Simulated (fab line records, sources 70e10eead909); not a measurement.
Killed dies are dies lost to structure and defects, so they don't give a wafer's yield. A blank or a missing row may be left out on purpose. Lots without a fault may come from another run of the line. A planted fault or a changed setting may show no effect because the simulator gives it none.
Chamber matching | flow nand_harc | NHARC_P_M0_ETCH_34 on rie_diel-04: 4 sister chambers
The step etches the open film in N2/H2, target depth 40 nm, overetch 12 nm, time 43.94 s. 16 wafers are shown with their chamber, then 8 later ones without.

WAFERS WITH THEIR CHAMBER
wafer  | chamber | drypump_motor_current_A (A) | showerhead_plenum_p_Torr (Torr) | rf_vpp_V (V)
L706.1 | 0       | 6.0                         | 2.16                            | 433.3
L706.4 | 2       | 6.3                         | 1.98                            | 429.5
L706.5 | 0       | 6.0                         | 2.16                            | 433.9
L708.2 | 1       | 5.5                         | 2.08                            | 431.7
L708.4 | 3       | 5.0                         | 1.92                            | 428.2
L708.5 | 2       | 6.4                         | 1.98                            | 429.6
L715.1 | 2       | 6.3                         | 1.97                            | 427.9
L715.4 | 0       | 6.0                         | 2.16                            | 436.0
L715.5 | 3       | 5.0                         | 1.92                            | 427.2
L718.1 | 1       | 5.5                         | 2.07                            | 431.9
L718.2 | 2       | 6.4                         | 1.97                            | 427.9
L718.3 | 3       | 5.0                         | 1.91                            | 426.6
L721.2 | 1       | 5.5                         | 2.07                            | 429.9
L721.4 | 0       | 6.0                         | 2.15                            | 431.8
L721.5 | 3       | 5.0                         | 1.91                            | 424.5
L725.1 | 0       | 6.0                         | 2.15                            | 432.7

SIGNATURES (means of the wafers above)
reading                  | chamber 0 | chamber 1 | chamber 2 | chamber 3 | scatter within a chamber
drypump_motor_current_A  | 6.000     | 5.500     | 6.350     | 5.000     | 0.0289
showerhead_plenum_p_Torr | 2.1560    | 2.0733    | 1.9750    | 1.9150    | 0.00568
rf_vpp_V                 | 433.540   | 431.167   | 428.725   | 426.625   | 1.37
Rule: a wafer's distance from a chamber is the root of the sum, over the readings, of the square of ((its reading less the chamber's mean) divided by the reading's scatter). The wafer belongs to the nearest chamber; if the next one is less than 2 further off, it can't be placed. The scatter: the root of (the sum of the squares of (reading less its chamber's mean) over the shown wafers, divided by (wafers less chambers)).

WAFERS WITHOUT THEIR CHAMBER
wafer  | drypump_motor_current_A (A) | showerhead_plenum_p_Torr (Torr) | rf_vpp_V (V)
L725.2 | 5.0                         | 1.91                            | 425.4
L725.3 | 5.5                         | 2.07                            | 432.1
L726.1 | 5.5                         | 2.07                            | 431.7
L726.2 | 6.3                         | 1.97                            | 428.4
L726.6 | 6.0                         | 2.15                            | 433.0
L727.1 | 5.5                         | 2.07                            | 429.2
L727.4 | 6.4                         | 1.97                            | 428.9
L727.6 | 6.4                         | 1.97                            | 428.8

WHICH CHAMBER EACH WENT THROUGH
wafer  | from the rows above | in truth
L725.2 | 3                   | 3
L725.3 | 1                   | 1
L726.1 | 1                   | 1
L726.2 | 2                   | 2
L726.6 | 0                   | 0
L727.1 | 1                   | 1
L727.4 | 2                   | 2
L727.6 | 2                   | 2
Placed correctly: 8 of 8. Can't be placed from these rows: 0. Placed wrongly: 0.
